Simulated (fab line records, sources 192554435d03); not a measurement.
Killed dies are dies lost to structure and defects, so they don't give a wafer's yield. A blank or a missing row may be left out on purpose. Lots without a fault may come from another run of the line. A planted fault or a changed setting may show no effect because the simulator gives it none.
Problem report in the 8D (eight disciplines) form, filled by code | flow n5_finfet | the parts of the form that need people (team, actions taken, sign-off) are left out

1. THE PROBLEM
REXT_P at N5_BEOL_M4_RC_MEAS_101 reads a mean of 133.9 ohm.um on 3 wafers of 3 lots; wafers without a fault read 99.9 ohm.um with a standard deviation of 2.4. That is +14 standard deviations from the usual mean.
First seen on wafer L525.2, day 11 23:48, on prober-02. The record holds 13 wafers of 5 lots with a number at this step. Rule for "out", or "out of limits": more than 4 standard deviations from the usual mean. The other wafers with a number count as sound.

2. WHAT IT IS AND WHAT IT IS NOT
question                    | is                      | is not
which readings at this step | REXT_P, ION_P, VT_P_LVT | DIBL_N, IOFF_N, ION_N, SS_N
which lots                  | L524, L525, L527        | L515, L517
which wafers of those lots  | L524.2, L525.2, L527.6  | L524.1, L524.4, L525.3, L527.3
read on which gauges        | prober-02               | -
when                        | from day 11 23:48       | up to then (7 sound wafers); but 3 sound wafers of L524, L527 came after

3. SUSPECTS, AND WHAT RULES EACH OUT
Counting: a tool at a process step up to the reading stays a suspect if it ran every lot that is out. Sound lots after the first of them don't rule it out here, since some wafers of a struck lot are sound.
- the gauge at N5_BEOL_M4_RC_MEAS_101: kept. All the wafers that are out were read on prober-02, and no step on other tools shows them out.
- epi_rpcvd-04 at N5_SD_EPI_P_VAPOR_ETCH_44 (etches SiGe30 in NF3/Ar, time 3.3 s): kept. It ran every lot that is out, first L524 (day 6 20:17); its last sound lot up to then is L515 (day 4 14:41).
Left after counting: epi_rpcvd-04 at N5_SD_EPI_P_VAPOR_ETCH_44, prober-02 at N5_BEOL_M4_RC_MEAS_101.

4. THE CAUSE (what the simulator had put in)
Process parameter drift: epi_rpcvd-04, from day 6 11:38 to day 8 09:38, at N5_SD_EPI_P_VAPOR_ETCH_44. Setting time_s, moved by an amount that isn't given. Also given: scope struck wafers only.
Counting left 2 suspects, and this tool is among them.

5. THE CHAIN OF EFFECTS, in route order
Each row: a reading whose mean over the struck wafers that have a number lies more than 3 standard deviations from the usual. Only readings for which the record gives a usual standard deviation are gone through. hours: the time from each lot's start at the first step in this table that gives one to its start at this step, as a median over the lots. sigmas: the change in usual standard deviations.
hours | step                    | reading          | usual       | on struck wafers | change | sigmas
0     | N5_BEOL_M4_RC_MEAS_101  | DIBL_P           | 35.2 mV/V   | 27.7             | -7.5   | -3.8
0     | N5_BEOL_M4_RC_MEAS_101  | IOFF_P           | 0.20 nA/um  | 0.08             | -0.12  | -3.3
0     | N5_BEOL_M4_RC_MEAS_101  | IOFF_P_85C       | 3.5 nA/um   | 1.6              | -1.9   | -3.6
0     | N5_BEOL_M4_RC_MEAS_101  | IOFF_P_LIN       | 0.097 nA/um | 0.045            | -0.052 | -4.0
0     | N5_BEOL_M4_RC_MEAS_101  | ION_P            | 462 uA/um   | 412              | -50    | -6.1
0     | N5_BEOL_M4_RC_MEAS_101  | REXT_P           | 99.9 ohm.um | 133.9            | +34.0  | +14
0     | N5_BEOL_M4_RC_MEAS_101  | VT_P             | -251 mV     | -268             | -17    | -5.2
0     | N5_BEOL_M4_RC_MEAS_101  | VT_P_LVT         | -99 mV      | -116             | -17    | -5.5
111   | N5_PASSIVATION_PROBE_49 | sort_bin_8_speed | 0.01 %      | 90.99            | +90.98 | +99 or more
111   | N5_PASSIVATION_PROBE_49 | sort_n_pass      | 1078        | 22               | -1056  | -62
111   | N5_PASSIVATION_PROBE_49 | sort_yield_pct   | 91.4 %      | 1.9              | -89.5  | -64
The process steps in it:
- N5_PASSIVATION_PROBE_49

6. WHAT WOULD HAVE CAUGHT IT SOONER
In this record the first reading out of limits at a measuring or inspecting step was taken at day 11 23:48, 132 hours after the fault began at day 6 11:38.
All the lots that are out (3) had begun N5_SD_EPI_P_VAPOR_ETCH_44 on epi_rpcvd-04 by day 11 23:48. A hold on the tool at that time would have spared none of them.
